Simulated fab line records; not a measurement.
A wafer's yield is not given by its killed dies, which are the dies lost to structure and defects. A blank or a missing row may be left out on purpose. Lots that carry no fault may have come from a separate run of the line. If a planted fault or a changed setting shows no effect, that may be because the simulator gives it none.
A single fault, viewed from 2 desks || flow n5-finfet || only its own numbers are on each desk; what lay behind them is given at the end

DESK OF THE TOOL OWNER: implanter-01
N5_WELL_APT_IMPLANT_32, tool's own readings: per-lot mean of the sampled wafers with a number, covering each lot this tool ran. Any lot whose mean is over 4 standard deviations away from the usual mean is out of limits and marked OUT; that distance is given in the brackets.
Columns: A = beam-energy-keV at N5_WELL_APT_IMPLANT_32, usual 49.995; B = end-station-pressure-torr at N5_WELL_APT_IMPLANT_32, usual 5.16e-06 Torr; C = rotation-deg at N5_WELL_APT_IMPLANT_32, usual -0.002 degrees
{"lot": "L451", "first seen here": "day 2 03:29", "A": 49.997, "B": 5.09e-06, "C": 0.005}
{"lot": "L455", "first seen here": "day 3 03:36", "A": 50.000, "B": 5.16e-06, "C": 0.007}
{"lot": "L456", "first seen here": "day 3 09:28", "A": 50.016, "B": 5.02e-06, "C": 0.016}
{"lot": "L457", "first seen here": "day 3 15:35", "A": 49.988, "B": 4.98e-06, "C": 0.023}
{"lot": "L460", "first seen here": "day 4 09:31", "A": 49.989, "B": 5.19e-06, "C": 0.010}
{"lot": "L461", "first seen here": "day 4 15:29", "A": 49.976, "B": 4.90e-06, "C": -0.022}
{"lot": "L464", "first seen here": "day 5 09:49", "A": "67.955 (+99 or more) OUT", "B": 5.32e-06, "C": 0.019}
{"lot": "L466", "first seen here": "day 5 21:25", "A": "67.978 (+99 or more) OUT", "B": 5.47e-06, "C": 0.014}
This desk finds L464, L466 out of limits, L464 being first, at day 5 09:49 (beam-energy-keV at N5_WELL_APT_IMPLANT_32). In limits: L451, L455, L456, L457, L460, L461.

FROM THE METROLOGY DESK
What the gauges read, lot by lot, whatever tool the lot ran on: means of the sampled wafers that have a number. Any lot whose mean is over 4 standard deviations away from the usual mean is out of limits and marked OUT; that distance is given in the brackets.
Columns: A = NWELL_OVL at N5_WELL_APT_OVL_MEAS_09, usual 1 nm
{"lot": "L450", "first seen here": "day 1 19:38", "A": 5}
{"lot": "L451", "first seen here": "day 2 01:59", "A": -3}
{"lot": "L455", "first seen here": "day 3 01:45", "A": 13}
{"lot": "L456", "first seen here": "day 3 07:51", "A": 7}
{"lot": "L457", "first seen here": "day 3 13:58", "A": -6}
{"lot": "L460", "first seen here": "day 4 07:59", "A": 3}
{"lot": "L461", "first seen here": "day 4 13:35", "A": 3}
{"lot": "L464", "first seen here": "day 5 08:09", "A": -5}
{"lot": "L465", "first seen here": "day 5 14:07", "A": -1}
{"lot": "L466", "first seen here": "day 5 19:58", "A": 1}
{"lot": "L467", "first seen here": "day 6 01:35", "A": -3}
{"lot": "L469", "first seen here": "day 6 13:44", "A": 3}
This desk found nothing out of limits on any of the 12 lots.

ALL TOGETHER
At day 5 09:49, on L464, L466, the tool owner's desk was in a position to raise an alarm.
Nothing out of limits was seen by the metrology desk.
The metrology desk holds a record of L464, L466, inside its limits.
Every lot named ran N5_WELL_APT_IMPLANT_32 on implanter-01.

WHAT WAS PUT IN BY THE SIMULATOR
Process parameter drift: implanter-01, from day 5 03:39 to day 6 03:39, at N5_WELL_APT_IMPLANT_32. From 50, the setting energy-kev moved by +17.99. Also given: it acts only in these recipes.
Lots struck among those shown: L464, L466.
How many hours passed from the start of the fault until each desk's first out-of-limits reading: the tool owner's desk, 6.
